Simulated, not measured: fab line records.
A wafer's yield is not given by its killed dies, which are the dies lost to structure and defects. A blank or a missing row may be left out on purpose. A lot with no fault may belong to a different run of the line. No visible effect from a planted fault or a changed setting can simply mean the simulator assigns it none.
Matching of chambers | flow nand harc | NHARC_A_CHANNEL_FILL_D1_ALD_16 on ald hk-01 has 4 sister chambers
The step deposits SiO2, target thk 1.5 nm, pulse time 10 s, ald cycles 15. 4 wafers are shown with their chamber, then 9 later ones without.

WAFERS WITH THEIR CHAMBER
wafer  | chamber | heater power w (W)
L076.5 | 1       | 563
L085.5 | 2       | 477
L086.1 | 3       | 469
L086.5 | 0       | 416

WAFERS WHOSE CHAMBER IS MISSING
wafer  | heater power w (W)
L091.2 | 420
L091.3 | 476
L091.4 | 599
L095.1 | 479
L095.2 | 465
L095.5 | 463
L096.1 | 598
L096.2 | 483
L096.5 | 600

WHICH CHAMBER EACH WENT THROUGH
wafer  | from the rows above          | in truth
L091.2 | 0                            | 0
L091.3 | can't be placed: 2 or 3      | 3
L091.4 | 1                            | 1
L095.1 | can't be placed: 2 or 3      | 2
L095.2 | can't be placed: 3 or 2      | 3
L095.5 | can't be placed: 3 or 2 or 0 | 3
L096.1 | 1                            | 1
L096.2 | can't be placed: 2 or 3      | 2
L096.5 | 1                            | 1
Correctly placed: 4 of 9. Unplaceable from these rows: 5, with the true chamber sitting among the candidates in 5. Wrongly placed: 0.
How it was worked out, from the rows above alone: a wafer's distance from a chamber is the root of the sum, over the readings, of the square of ((its reading less the chamber's mean) divided by the reading's scatter). The wafer belongs to the nearest chamber; if the next one is less than 2 further off, it can't be placed. For every chamber, the mean is computed from those of its wafers that are shown. The scatter (one wafer shown for each chamber): square how far every hidden wafer sits from the nearest shown wafer, average those squares and take the square root.
